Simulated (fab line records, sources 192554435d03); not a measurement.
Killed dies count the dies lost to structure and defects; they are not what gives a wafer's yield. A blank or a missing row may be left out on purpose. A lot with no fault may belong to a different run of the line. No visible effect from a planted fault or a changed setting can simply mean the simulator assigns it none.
Split-lot study -- flow n5_finfet -- 21 wafers read across 7 lots, on a route 1938 steps long

THE SPLIT ITSELF
At N5_BEOL_M0_SAQP_SPACER2_ALD_26 (deposits SiO2, target thk 15 nm, pulse time 1 s, purge time 2 s), the setting target_thk_a was moved away from the recipe's 150 angstrom on 6 of the 21 wafers read, by -5.9% to +6.7%. For the rest of the wafers, this setting stayed at what the recipe calls for.

FROM THE SPLIT TO THE READING: what the file shows between them, 2 steps
- N5_BEOL_M0_SAQP_SPACER2_ETCHBACK_27: etches SiO2 in CHF3/O2, target depth 22.5 nm, time 11.25 s
- N5_BEOL_M0_SAQP_MANDREL2_REMOVE_110: chemistry HBr/Cl2/O2, target a-Si, stops on SiCN, bt time 10 s

THE READING
cd_nm at N5_BEOL_M0_SAQP_CD_MEAS_29, given in nm (cd target 14.4 nm). Typical for fault-free wafers on this fab line: 15.04 nm, with standard deviation 0.25 nm.

wafer,"tool, chamber at the split","target_thk_a as run, angstrom",against the recipe,"cd_nm, nm",against lot-mates on the recipe
L077.2,"ald_sin-03, 0",150,recipe,15.31,-
L077.3,"ald_sin-03, 3",141.6,-5.6%,13.95,-1.36
L077.6,"ald_sin-03, 3",141.6,-5.6%,13.94,-1.37
L081.1,"ald_sin-03, 1,3,2",150,recipe,15.15,-
L081.4,"ald_sin-03, 1,3,2",150,recipe,14.94,-
L081.5,"ald_sin-03, 1,3,2",150,recipe,15.27,-
L082.1,"ald_sin-03, 3,3,2",150,recipe,14.76,-
L082.5,"ald_sin-03, 3,3,2",150,recipe,15.25,-
L082.6,"ald_sin-03, 3,3,2",150,recipe,14.73,-
L087.1,"ald_sin-01, 0,1,3",150,recipe,15.16,-
L087.4,"ald_sin-01, 0,1,3",150,recipe,15.28,-
L087.5,"ald_sin-01, 0,1,3",150,recipe,15.15,-
L089.1,"ald_sin-03, 3,1",150,recipe,15.19,-
L089.3,"ald_sin-03, 2",150,recipe,15.30,-
L089.5,"ald_sin-03, 3,1",150,recipe,15.29,-
L091.1,"ald_sin-03, 3",150,recipe,15.16,-
L091.2,"ald_sin-03, 2",141.1,-5.9%,13.96,-1.20
L091.6,"ald_sin-03, 2",141.1,-5.9%,13.95,-1.21
L096.1,"ald_sin-03, 1",150,recipe,14.73,-
L096.4,"ald_sin-03, 2,3",160.1,+6.7%,15.73,+1.00
L096.5,"ald_sin-03, 2,3",160.1,+6.7%,16.00,+1.27
The file does not say which wafer passed through which chamber wherever a row lists several chambers: such a row stands for several wafers.

FIT RESULTS
A straight line over all 21 wafers: cd_nm changes by +0.162 nm for each +1% of target_thk_a; r = +0.92; the points scatter about the line by 0.23 nm.
The same after taking each lot's own level away (the mean of its wafers on the recipe; 21 wafers): +0.199 nm for each +1%; r = +0.98; scatter 0.15 nm.
On that fit, the largest move of target_thk_a shifts the reading by 1.3 nm.
Across the lots, their own levels run from 14.730 to 15.310 nm, a range of 2.3 times the standard deviation given above.
So the lot-to-lot level changes the slope: the two fits differ.
Check: for one of the wafers moved furthest among these (+6.7%), held out of the fit, the line's prediction against its lot-mates is +1.41 nm. It came out at +1 nm against them.

THESE WAFERS: OTHER SPLITS
These wafers also went through other splits before the reading. Each is held against what the fit with the lots' levels taken away leaves over:
other split on the same wafers,wafers away from the commonest value,r with cd_nm (lot level and that fit taken away)
N5_BEOL_M0_SAQP_PECVD_04 time_s,7,-0.01
N5_BEOL_M0_SAQP_HM_DEP_111 time_s,6,+0.47

THE WHOLE CHAIN: every reading that the file lists as answering this split, in the file's order
step,what it does,reading,change (the file's fit),r (the file's)
N5_BEOL_M0_SAQP_SPACER2_ALD_26,"deposits SiO2, target thk 15 nm, pulse time 1 s, purge time 2 s","SiO2_of_BEOL_M0_SAQP_SPACER2_ALD_26.thk_nm (the simulator's own value, which no gauge read)",+0.148 nm for each +1% of the setting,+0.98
N5_BEOL_M0_SAQP_MANDREL2_REMOVE_110,"chemistry HBr/Cl2/O2, target a-Si, stops on SiCN, bt time 10 s","BEOL_M0_SAQP.cd_nm (the simulator's own value, which no gauge read)",+0.127 nm for each +1% of the setting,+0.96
N5_BEOL_M0_SAQP_CD_MEAS_29,target cd 14.4 nm,cd_nm,+0.2 nm for each +1% of the setting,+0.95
N5_BEOL_M0_ETCH_138,"etches SiCN in CH3F/O2, target depth 12 nm, time 31.6 s","SiO2_of_BEOL_M0_SAQP_SPACER2_ALD_26.thk_nm (the simulator's own value, which no gauge read)",+0.14 nm for each +1% of the setting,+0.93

FILE'S OWN FIT
cd_nm changes by +0.2 nm for each +1% of target_thk_a, r = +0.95.
